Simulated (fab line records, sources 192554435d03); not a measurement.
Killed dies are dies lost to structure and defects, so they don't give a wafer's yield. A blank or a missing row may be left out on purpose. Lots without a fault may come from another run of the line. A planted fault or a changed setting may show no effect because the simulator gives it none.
Problem report in the 8D (eight disciplines) form, filled by code | flow n5_finfet | the parts of the form that need people (team, actions taken, sign-off) are left out

1. THE PROBLEM
IOFF_N_LONG at N5_BEOL_M4_RC_MEAS_101 reads a mean of 1.4e-04 nA/um on 4 wafers of 2 lots; wafers without a fault read 5.5e-05 nA/um with a standard deviation of 3.2e-06. That is +28 standard deviations from the usual mean.
First seen on wafer L722.5, day 11 22:08, on prober-02. The record holds 27 wafers of 9 lots with a number at this step. Rule for "out", or "out of limits": more than 4 standard deviations from the usual mean. The other wafers with a number count as sound.

2. WHAT IT IS AND WHAT IT IS NOT
question                    | is                                                                            | is not
which readings at this step | IOFF_N_LONG, IOFF_N, IOFF_N_85C, IOFF_N_LIN, ION_N, VT_N, VT_N_LONG, VT_N_LVT | DIBL_N, DIBL_P, IOFF_P, SS_N
which lots                  | L722, L726                                                                    | L707, L709, L711, L712, L717, L721, L728
which wafers of those lots  | L722.5, L722.6, L726.5, L726.6                                                | L722.2, L726.2
read on which gauges        | prober-02                                                                     | prober-01
when                        | from day 11 22:08                                                             | up to then (19 sound wafers); but 4 sound wafers of L726, L728 came after

3. SUSPECTS, AND WHAT RULES EACH OUT
Counting: a tool at a process step up to the reading stays a suspect if it ran every lot that is out. Sound lots after the first of them don't rule it out here, since some wafers of a struck lot are sound.
- the gauge at N5_BEOL_M4_RC_MEAS_101: ruled out. All the wafers that are out were read on prober-02, but those of them that N5_PASSIVATION_PROBE_49 has rows for are out there too, on other tools.
- plasma_asher-02 at N5_HKMG_FIN_STRIP_19 (strips in N2/H2, time 360 s): kept. It ran every lot that is out, first L722 (day 8 01:34); its last sound lot up to then is L712 (day 5 12:42).
- ald_metal-03 at N5_HKMG_FIN_NWFM_ALD_20 (deposits TiAlC, target thk 2 nm, pulse time 3 s, purge time 2 s): kept. It ran every lot that is out, first L722 (day 8 03:09); its last sound lot up to then is L721 (day 7 18:42).
- rie_diel-06 at N5_HKMG_FIN_ETCH_67 (etches SOC in N2/H2, stops on TiN, target depth 388.9 nm): kept. It ran every lot that is out, first L722 (day 8 03:42); its last sound lot up to then is L721 (day 7 19:09).
- Within ald_metal-03 at N5_HKMG_FIN_NWFM_ALD_20: the wafers that are out ran in chambers 1, 2, 3; their sound lot-mates ran in chamber 0.
Left after counting: plasma_asher-02 at N5_HKMG_FIN_STRIP_19, ald_metal-03 at N5_HKMG_FIN_NWFM_ALD_20, rie_diel-06 at N5_HKMG_FIN_ETCH_67.

4. THE CAUSE (what the simulator had put in)
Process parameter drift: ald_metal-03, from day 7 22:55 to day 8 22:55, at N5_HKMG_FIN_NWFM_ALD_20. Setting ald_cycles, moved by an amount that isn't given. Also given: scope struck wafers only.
Counting left 3 suspects, and this tool is among them.

5. THE CHAIN OF EFFECTS, in route order
Each row: a reading whose mean over the struck wafers that have a number lies more than 3 standard deviations from the usual. Only readings for which the record gives a usual standard deviation are gone through. hours: the time from each lot's start at the first step in this table that gives one to its start at this step, as a median over the lots. sigmas: the change in usual standard deviations.
hours | step                    | reading        | usual         | on struck wafers | change   | sigmas
0     | N5_BEOL_M4_RC_MEAS_101  | IOFF_N         | 0.148 nA/um   | 0.493            | +0.345   | +12
0     | N5_BEOL_M4_RC_MEAS_101  | IOFF_N_85C     | 2.9 nA/um     | 8.0              | +5.1     | +11
0     | N5_BEOL_M4_RC_MEAS_101  | IOFF_N_LIN     | 0.070 nA/um   | 0.233            | +0.163   | +16
0     | N5_BEOL_M4_RC_MEAS_101  | IOFF_N_LONG    | 5.5e-05 nA/um | 1.4e-04          | +8.9e-05 | +28
0     | N5_BEOL_M4_RC_MEAS_101  | ION_N          | 672 uA/um     | 755              | +83      | +6.9
0     | N5_BEOL_M4_RC_MEAS_101  | VT_N           | 251 mV        | 217              | -34      | -10
0     | N5_BEOL_M4_RC_MEAS_101  | VT_N_LONG      | 274.5 mV      | 239.8            | -34.7    | -14
0     | N5_BEOL_M4_RC_MEAS_101  | VT_N_LVT       | 100 mV        | 65               | -35      | -11
104   | N5_PASSIVATION_PROBE_49 | sort_n_pass    | 1077          | 571              | -506     | -27
104   | N5_PASSIVATION_PROBE_49 | sort_yield_pct | 91.3 %        | 48.4             | -42.9    | -27
The process steps in it:
- N5_PASSIVATION_PROBE_49

6. WHAT WOULD HAVE CAUGHT IT SOONER
In this record the first reading out of limits at a measuring or inspecting step was taken at day 11 22:08, 95 hours after the fault began at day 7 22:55.
Of the tool readings at N5_HKMG_FIN_NWFM_ALD_20 for which the record gives a usual standard deviation, none was out on any struck wafer, so an alarm limit of 4 standard deviations on them would not have fired.
All the lots that are out (2) had begun N5_HKMG_FIN_NWFM_ALD_20 on ald_metal-03 by day 11 22:08. A hold on the tool at that time would have spared none of them.
